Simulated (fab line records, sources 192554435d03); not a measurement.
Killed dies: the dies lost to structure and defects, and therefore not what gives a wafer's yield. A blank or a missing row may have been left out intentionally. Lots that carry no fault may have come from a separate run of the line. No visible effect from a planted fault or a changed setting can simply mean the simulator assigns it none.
Which tool is to blame? -- flow n5_finfet -- Sampling: 9 lots, 27 wafers, 6 of 1938 route steps

## WHAT THE GAUGES READ, wafer by wafer
N5_PMOS_HMC_CHANNEL_EPI_OVL_MEAS_10.
lot,measured,on,PMOS_HMC_BLK_OVL (nm)
L621,day 1 17:11,overlay-01,-0.3 0.8 -0.5
L626,day 2 23:10,overlay-02,-0.6 -1.4 -0.7
L631,day 4 05:16,overlay-01,-0.3 -0.2 0.2
L633,day 4 18:17,overlay-01,-0.6 -0.6 -0.4
L634,day 5 00:44,overlay-02,0.8 0.6 0.1
L635,day 5 06:28,overlay-01,-0.5 -0.6 -1.3
L636,day 5 12:42,overlay-01,-1.0 -0.5 -0.6
L642,day 6 23:55,overlay-02,-0.9 -1.5 -0.6
L644,day 7 11:14,overlay-02,-0.3 -0.6 0.0

N5_PMOS_HMC_CHANNEL_EPI_THK_MEAS_22.
lot,measured,on,HMC_CMP_THK (nm)
L621,day 1 19:41,film_metro-02,54.4 53.4 53.0
L626,day 3 02:12,film_metro-01,54.1 53.7 53.8
L631,day 4 08:24,film_metro-01,53.6 53.8 54.3
L633,day 4 20:41,film_metro-02,55.3 53.2 53.7
L634,day 5 04:50,film_metro-01,53.5 52.6 52.9
L635,day 5 08:52,film_metro-02,59.4 54.3 52.6
L636,day 5 15:19,film_metro-02,58.6 53.4 55.0
L642,day 7 02:35,film_metro-02,52.9 53.7 53.5
L644,day 7 13:36,film_metro-02,53.6 53.1 53.5

N5_BEOL_M4_RC_MEAS_101.
lot,measured,on,CJ_P,DIBL_N (mV/V),DIBL_P (mV/V),IOFF_N (nA/um),IOFF_P (nA/um),IOFF_P_85C (nA/um),IOFF_P_LIN (nA/um),IOFF_P_LONG (nA/um),ION_N (uA/um),ION_P (uA/um),SS_N (mV/dec),SS_P (mV/dec),VT_N (mV),VT_P (mV)
L621,day 7 12:20,prober-02,5.92 5.90 5.86,36.5 35.7 34.8,36.8 35.0 33.1,0.164 0.142 0.129,0.203 0.183 0.157,3.5 3.2 2.8,0.095 0.089 0.080,0.000103 0.000104 0.000105,671 672 667,460 457 451,71.8 70.8 71.7,72.7 73.3 73.5,246.1 247.2 250.9,-251.8 -253.2 -255.5
L626,day 9 04:35,prober-02,5.88 5.83 5.87,37.6 36.4 37.9,36.7 36.1 37.3,0.184 0.168 0.192,0.262 0.241 0.272,4.5 4.2 4.6,0.124 0.116 0.127,0.00013 0.000132 0.000131,682 686 678,471 468 465,71.5 71.5 71.8,73.2 73.4 73.4,245.7 247.2 248.0,-246.9 -244.0 -243.8
L631,day 10 10:28,prober-01,5.78 5.66 5.63,36.6 36.6 36.2,36.6 37.1 36.4,0.164 0.165 0.150,0.206 0.209 0.196,3.6 3.7 3.4,0.103 0.103 0.099,0.000112 0.00011 0.000109,684 687 673,463 465 457,71.7 71.4 70.7,72.9 73.7 73.0,246.6 249.3 248.3,-249.0 -247.0 -250.7
L633,day 11 06:47,prober-02,5.32 5.81 5.72,36.9 35.8 36.5,36.3 35.2 35.7,0.165 0.153 0.152,0.255 0.231 0.236,4.3 3.9 4.0,0.119 0.113 0.114,0.000121 0.000128 0.000128,678 678 671,471 470 467,71.0 71.1 71.5,72.7 72.7 73.2,247.4 244.7 248.8,-244.3 -244.4 -244.2
L634,day 11 01:43,prober-02,5.91 6.02 6.00,38.5 38.4 36.0,37.1 37.0 35.3,0.182 0.186 0.138,0.229 0.229 0.193,4.0 4.1 3.5,0.107 0.108 0.096,0.00011 0.000113 0.000111,678 671 658,466 459 455,72.4 72.5 71.4,73.8 73.3 73.3,249.7 249.1 255.3,-249.3 -247.8 -251.9
L635,day 11 15:14,prober-02,3.63 5.68 6.02,36.4 37.0 35.9,45.9 36.8 36.1,0.165 0.178 0.161,0.812 0.193 0.187,11.3 3.4 3.3,0.129 0.090 0.089,6.9e-05 8.7e-05 9.6e-05,666 674 671,434 456 455,72.0 71.8 70.9,84.4 74.2 73.5,247.4 249.3 249.5,-251.6 -253.1 -253.2
L636,day 11 09:02,prober-02,3.68 5.82 5.53,35.0 35.7 34.0,51.8 35.9 33.4,0.151 0.160 0.135,1.636 0.204 0.174,20.4 3.6 3.1,0.170 0.097 0.087,8.1e-05 0.000104 9.7e-05,676 672 665,438 462 457,71.9 71.9 71.0,90.2 73.4 72.6,247.9 250.1 251.5,-248.1 -250.7 -253.3
L642,day 12 20:45,prober-02,5.85 5.79 5.82,34.3 35.8 36.0,35.7 36.9 37.6,0.117 0.135 0.138,0.192 0.214 0.222,3.5 3.8 3.9,0.094 0.103 0.105,0.000113 0.000112 0.000113,663 666 673,461 463 467,71.9 71.0 71.6,72.9 73.7 73.1,254.1 254.6 254.9,-252.3 -249.9 -250.0
L644,day 13 22:22,prober-01,5.87 5.99 5.91,37.1 36.0 35.0,36.4 35.6 34.3,0.166 0.143 0.132,0.217 0.202 0.178,3.9 3.6 3.3,0.105 0.100 0.091,0.000107 0.000109 0.000108,679 674 662,465 463 457,71.8 71.9 71.6,73.3 73.1 73.4,250.1 250.6 251.1,-246.2 -248.4 -248.6

## TOOL THAT RAN EACH LOT (tool first, then ch and the chambers of the sampled wafers, then the start)
lot,N5_WELL_APT_EPI_41,N5_PMOS_HMC_CHANNEL_EPI_FIN_RECESS_16,N5_PMOS_HMC_CHANNEL_EPI_CMP_21
L621,"epi_rpcvd-01 ch 0, day 1 16:25","rie_si-01 ch 1,2,3, day 1 17:43","cmp-04 ch 0,1,2, day 1 19:23"
L626,"epi_rpcvd-02 ch 0, day 2 22:11","rie_si-06 ch 0,2,3, day 3 00:23","cmp-01 ch 1,2, day 3 01:55"
L631,"epi_rpcvd-01 ch 0, day 4 04:15","rie_si-05 ch 0,1,2, day 4 06:11","cmp-01 ch 1,3, day 4 08:08"
L633,"epi_rpcvd-01 ch 0, day 4 17:22","rie_si-01 ch 0,1,3, day 4 18:55","cmp-01 ch 2,3, day 4 20:25"
L634,"epi_rpcvd-03 ch 0, day 4 23:42","rie_si-06 ch 0,1,2, day 5 02:37","cmp-03 ch 1,2,3, day 5 04:34"
L635,"epi_rpcvd-02 ch 0, day 5 05:22","rie_si-01 ch 0,1,3, day 5 07:04","cmp-01 ch 1,2, day 5 08:37"
L636,"epi_rpcvd-01 ch 0, day 5 11:23","rie_si-01 ch 0,1,2, day 5 13:31","cmp-01 ch 0,1,2, day 5 15:02"
L642,"epi_rpcvd-03 ch 0, day 6 22:55","rie_si-06 ch 0,1,2, day 7 00:47","cmp-04 ch 0,1,3, day 7 02:19"
L644,"epi_rpcvd-01 ch 0, day 7 10:11","rie_si-06 ch 2,3, day 7 11:48","cmp-03 ch 1,2,3, day 7 13:18"
- N5_WELL_APT_EPI_41: deposits Si from SiH4/H2, target thk 50 nm, time 297.7 s.
- N5_PMOS_HMC_CHANNEL_EPI_FIN_RECESS_16: chemistry HBr/Cl2, target Si, target depth 54 nm, time 18 s.
- N5_PMOS_HMC_CHANNEL_EPI_CMP_21: polishes SiGe30, target thk 54 nm.

## WHAT THE TOOLS THEMSELVES READ (means of the sampled wafers that have a number; where no wafer has one, the mark that the record gives instead)
N5_WELL_APT_EPI_41.
lot,tool,susceptor_temp_C (C),throttle_valve_pct (%)
L621,epi_rpcvd-01,649.82,10.6
L626,epi_rpcvd-02,650.38,11.5
L631,epi_rpcvd-01,650.41,10.6
L633,epi_rpcvd-01,649.97,10.6
L634,epi_rpcvd-03,649.87,11.0
L635,epi_rpcvd-02,649.97,11.4
L636,epi_rpcvd-01,650.00,10.6
L642,epi_rpcvd-03,650.16,11.0
L644,epi_rpcvd-01,649.68,10.8

N5_PMOS_HMC_CHANNEL_EPI_FIN_RECESS_16.
lot,tool,drypump_motor_current_A (A),oes_product_au (a.u.),throttle_valve_pct (%)
L621,rie_si-01,5.8,0.978,35.42
L626,rie_si-06,5.8,0.988,35.52
L631,rie_si-05,5.7,0.989,35.30
L633,rie_si-01,5.3,0.986,35.40
L634,rie_si-06,5.9,0.992,35.46
L635,rie_si-01,5.4,0.975,35.41
L636,rie_si-01,5.5,0.996,35.56
L642,rie_si-06,5.9,0.994,35.45
L644,rie_si-06,5.7,0.980,35.30

N5_PMOS_HMC_CHANNEL_EPI_CMP_21.
lot,tool,motor_current_A (A)
L621,cmp-04,11.7
L626,cmp-01,14.5
L631,cmp-01,12.6
L633,cmp-01,11.9
L634,cmp-03,12.7
L635,cmp-01,14.9
L636,cmp-01,13.8
L642,cmp-04,12.0
L644,cmp-03,12.5

## THE ANSWER, worked out from the rows above alone
Rule: the lots themselves supply what counts as usual. The widest of any qualifying gaps counts: lots, ordered by their means at a reading, are off when they make up no more than a third of the lots, leave a main group of 4 or more, and stand apart from it by 3 or more times the standard deviation of that group's means. If all means in a main group match to the digits the tables above print for the reading, that group is not used. A lot without any number at a reading at which 4 lots or more have one is off too. Any other lot the step has rows for is counted as sound. First the gauges in route order, then the tools' own readings, where a lot's mean is used as printed above. The first step at which some lot is off is used, and at that step the reading that is off furthest; a lot without a number counts as furthest.
Off: L635, L636, seen at N5_PMOS_HMC_CHANNEL_EPI_THK_MEAS_22 (HMC_CMP_THK). The main group has a mean of 53.6 nm with a standard deviation of 0.35.
If a tool, at a process step before that reading, ran all the lots that are off and no sound lot after the first of them, it fits. Not tried: the gauges at N5_PMOS_HMC_CHANNEL_EPI_THK_MEAS_22; whatever is off there is also off at N5_BEOL_M4_RC_MEAS_101, on other tools, and gauge error can't account for it. This does not decide it: 2 tools fit, namely rie_si-01 at N5_PMOS_HMC_CHANNEL_EPI_FIN_RECESS_16 and cmp-01 at N5_PMOS_HMC_CHANNEL_EPI_CMP_21.

## WHAT THE SIMULATOR PUT IN
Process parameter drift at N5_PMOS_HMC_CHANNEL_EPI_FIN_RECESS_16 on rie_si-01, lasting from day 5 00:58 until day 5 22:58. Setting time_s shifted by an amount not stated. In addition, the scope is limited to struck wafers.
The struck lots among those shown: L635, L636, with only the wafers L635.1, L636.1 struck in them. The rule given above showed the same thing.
